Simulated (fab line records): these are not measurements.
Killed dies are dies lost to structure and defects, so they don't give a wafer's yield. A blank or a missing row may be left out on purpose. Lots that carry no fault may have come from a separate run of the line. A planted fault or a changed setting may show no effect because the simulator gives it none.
What tool caused it? | flow n5-finfet | 10 lots with 29 wafers sampled at 3 steps, on a route of 1938 steps

== WHAT EACH GAUGE READ, for each wafer ==
N5_BEOL_M7_CD_MEAS_28 targets a cd of 40 nm.
lot  | measured     | on        | cd-nm (nm)
L703 | day 8 21:58  | cd-sem-01 | 39.65 40.13 40.08
L704 | day 9 07:26  | cd-sem-03 | 40.15 40.28 40.00
L705 | day 9 18:34  | cd-sem-01 | 39.64 40.04
L712 | day 11 10:37 | cd-sem-02 | 41.75 42.00 42.14
L713 | day 12 22:14 | cd-sem-01 | 40.22 40.09 40.20
L716 | day 12 22:24 | cd-sem-03 | 42.03 41.38 42.00
L717 | day 12 21:52 | cd-sem-01 | 39.87 40.15 39.85
L719 | day 13 00:55 | cd-sem-03 | 40.13 39.80 39.82
L720 | day 14 00:53 | cd-sem-02 | 40.47 39.97 40.16
L723 | day 15 03:32 | cd-sem-03 | 39.96 39.82 39.78

== WHICH TOOL RAN EACH LOT (tool, then ch and the chambers of the sampled wafers, then the start) ==
lot  | N5_BEOL_M7_ETCH_62                 | N5_BEOL_M7_EXPOSE_25
L703 | rie-diel-02 ch 2,3, day 8 21:06    | euv-scanner-02 ch 0, day 8 21:50
L704 | rie-diel-06 ch 0,2, day 9 01:03    | euv-scanner-01 ch 0, day 9 07:19
L705 | rie-diel-06 ch 0,1, day 9 16:50    | euv-scanner-01 ch 0, day 9 18:27
L712 | rie-diel-04 ch 1,2,3, day 11 07:20 | euv-scanner-01 ch 0, day 11 10:28
L713 | rie-diel-04 ch 0,2, day 12 20:19   | euv-scanner-02 ch 0, day 12 22:07
L716 | rie-diel-06 ch 0,2, day 12 20:30   | euv-scanner-01 ch 0, day 12 22:16
L717 | rie-diel-04 ch 0,2, day 12 20:41   | euv-scanner-02 ch 0, day 12 21:44
L719 | rie-diel-04 ch 0,1,3, day 12 23:58 | euv-scanner-02 ch 0, day 13 00:48
L720 | rie-diel-04 ch 2,3, day 13 22:17   | euv-scanner-02 ch 0, day 14 00:46
L723 | rie-diel-04 ch 0,2,3, day 14 23:29 | euv-scanner-02 ch 0, day 15 03:25
- N5_BEOL_M7_ETCH_62: etches SOC in N2/H2, target depth 110 nm, overetch 22 nm, time 165 s.
- N5_BEOL_M7_EXPOSE_25: exposes mask V6, target cd 40 nm.

== THE ANSWER, worked out from the rows above alone ==
Rule: the lots themselves supply what counts as usual. Put in order of their means at a reading, lots are off if they are a third of the lots or fewer, leave a main group of 4 or more, and stand apart from it by a gap of 3 or more times the standard deviation of the main group's means; of several such gaps the widest counts. A main group whose means are all the same, to the digits that the tables above print for the reading, isn't used. Also off: a lot with no number at a reading for which 4 or more lots have one. The other lots that the step has rows for count as sound.
Off at N5_BEOL_M7_CD_MEAS_28 (cd-nm): L712, L716. The main group: mean 40.00 nm, standard deviation 0.14.
If a tool, at a process step before that reading, ran all the lots that are off and no sound lot after the first of them, it fits. Those tools and the gauges at N5_BEOL_M7_CD_MEAS_28 are tried in the same way. One candidate fits, namely euv-scanner-01 at N5_BEOL_M7_EXPOSE_25. A fault onset in the window from L705 (day 9 18:27, its last sound lot) to L712 (day 11 10:28, its first lot off) fits.

== WHAT HAD BEEN PUT IN BY THE SIMULATOR ==
Process parameters drifting: euv-scanner-01 at N5_BEOL_M7_EXPOSE_25, beginning at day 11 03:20. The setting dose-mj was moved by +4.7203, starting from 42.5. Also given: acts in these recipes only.
Lots struck among those shown: L712, L716. The rule above reached the same finding.
